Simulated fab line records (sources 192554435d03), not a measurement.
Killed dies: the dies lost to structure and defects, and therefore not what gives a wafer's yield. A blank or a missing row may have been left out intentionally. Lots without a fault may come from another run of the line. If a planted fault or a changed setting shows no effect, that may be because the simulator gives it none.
Matching of chambers | flow n5-finfet | cmp-03 running N5_HKMG_FIN_CMP_23: 4 sister chambers
The step polishes, stops on SiNx, t overpolish 10 s, target thk 46.326 nm. 4 wafers are shown with their chamber, then 8 later ones without.

## WAFERS WITH THEIR CHAMBER
wafer  | chamber | motor-current-A (A)
L441.6 | 1       | 11.8
L442.4 | 3       | 10.2
L442.5 | 0       | 11.4
L443.1 | 2       | 15.3

## WAFERS WITH NO CHAMBER GIVEN
wafer  | motor-current-A (A)
L443.4 | 11.3
L443.6 | 15.7
L444.2 | 11.3
L444.3 | 16.0
L444.4 | 9.7
L445.1 | 11.6
L445.3 | 10.3
L445.6 | 15.4

## WHICH CHAMBER EACH WENT THROUGH
wafer  | from the rows above     | in truth
L443.4 | can't be placed: 0 or 1 | 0
L443.6 | 2                       | 2
L444.2 | can't be placed: 0 or 1 | 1
L444.3 | 2                       | 2
L444.4 | 3                       | 3
L445.1 | can't be placed: 0 or 1 | 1
L445.3 | 3                       | 3
L445.6 | 2                       | 2
Placed correctly: 5 of 8. From these rows, 3 cannot be placed; in 3 the true chamber is one of the candidates. 0 placed wrongly.
How it was worked out, from the rows above alone: a wafer's distance from a chamber is the root of the sum, over the readings, of the square of ((its reading less the chamber's mean) divided by the reading's scatter). The wafer belongs to the nearest chamber; if the next one is less than 2 further off, it can't be placed. For every chamber, the mean is computed from those of its wafers that are shown. The scatter: root of mean squared gap, hidden wafer to nearest shown wafer, with one shown wafer a chamber.
